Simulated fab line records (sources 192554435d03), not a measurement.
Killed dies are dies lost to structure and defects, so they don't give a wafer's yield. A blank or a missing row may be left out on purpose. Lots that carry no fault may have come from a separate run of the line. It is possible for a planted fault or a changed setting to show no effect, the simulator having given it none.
What tool caused it? | flow n5-finfet | Sampling: 10 lots, 30 wafers, 3 of 1938 route steps

== WHAT THE GAUGES READ, wafer by wafer ==
N5_FIN_SAQP_OVL_MEAS_17.
lot  | measured    | on         | FIN_CORE_OVL (nm)
L075 | day 2 03:58 | overlay-02 | -1.0 -0.7 -0.4
L078 | day 2 21:23 | overlay-02 | 1.6 -0.2 -0.3
L080 | day 3 09:58 | overlay-02 | -1.4 0.3 1.5
L082 | day 3 21:45 | overlay-02 | 0.8 0.6 1.0
L084 | day 4 10:49 | overlay-02 | -0.2 0.4 0.0
L087 | day 5 03:44 | overlay-01 | 0.4 -0.1 -0.3
L090 | day 5 22:04 | overlay-02 | 0.6 -1.0 0.7
L092 | day 6 09:44 | overlay-02 | -0.9 -3.4 -2.0
L094 | day 6 21:38 | overlay-01 | -1.3 -0.2 -1.3
L097 | day 7 15:35 | overlay-01 | -0.8 0.6 -0.1

== EACH LOT AND THE TOOL THAT RAN IT (in order: tool; ch and the chambers of the sampled wafers; start) ==
lot  | N5_WELL_APT_DESCUM_30             | N5_FIN_SAQP_ALD_61
L075 | rie-diel-02 ch 0,1,3, day 1 20:53 | ald-sin-02 ch 0,2,3, day 2 02:44
L078 | rie-diel-01 ch 0,2, day 2 15:01   | ald-sin-03 ch 2,3, day 2 20:09
L080 | rie-diel-02 ch 0,3, day 3 03:03   | ald-sin-03 ch 1,2,3, day 3 08:44
L082 | rie-diel-02 ch 1,2,3, day 3 15:25 | ald-sin-02 ch 0,1, day 3 20:31
L084 | rie-diel-02 ch 1,2,3, day 4 04:02 | ald-sin-03 ch 0,1,2, day 4 09:26
L087 | rie-diel-02 ch 0,1,2, day 4 21:19 | ald-sin-01 ch 2,3, day 5 02:21
L090 | rie-diel-03 ch 0,1,2, day 5 15:17 | ald-sin-03 ch 1,2,3, day 5 20:34
L092 | rie-diel-02 ch 0,1,3, day 6 03:08 | ald-sin-03 ch 0,1,2, day 6 08:29
L094 | rie-diel-02 ch 1,2,3, day 6 15:07 | ald-sin-03 ch 1,2,3, day 6 20:25
L097 | rie-diel-03 ch 0,1,2, day 7 09:02 | ald-sin-03 ch 1,3, day 7 14:22
- N5_WELL_APT_DESCUM_30: chemistry O2, time 7.9 s.
- N5_FIN_SAQP_ALD_61: deposits SiO2, target thk 4 nm, pulse time 1 s, purge time 2 s.

== THE ANSWER, worked out from the rows above alone ==
Rule: the usual values come from the lots themselves. The widest of any qualifying gaps counts: lots, ordered by their means at a reading, are off when they make up no more than a third of the lots, leave a main group of 4 or more, and stand apart from it by 3 or more times the standard deviation of that group's means. If all means in a main group match to the digits the tables above print for the reading, that group is not used. A lot without any number at a reading at which 4 lots or more have one is off too. Any other lot the step has rows for is counted as sound.
None of the lots is off at any reading shown; this tells nothing.

== WHAT THE SIMULATOR PUT IN ==
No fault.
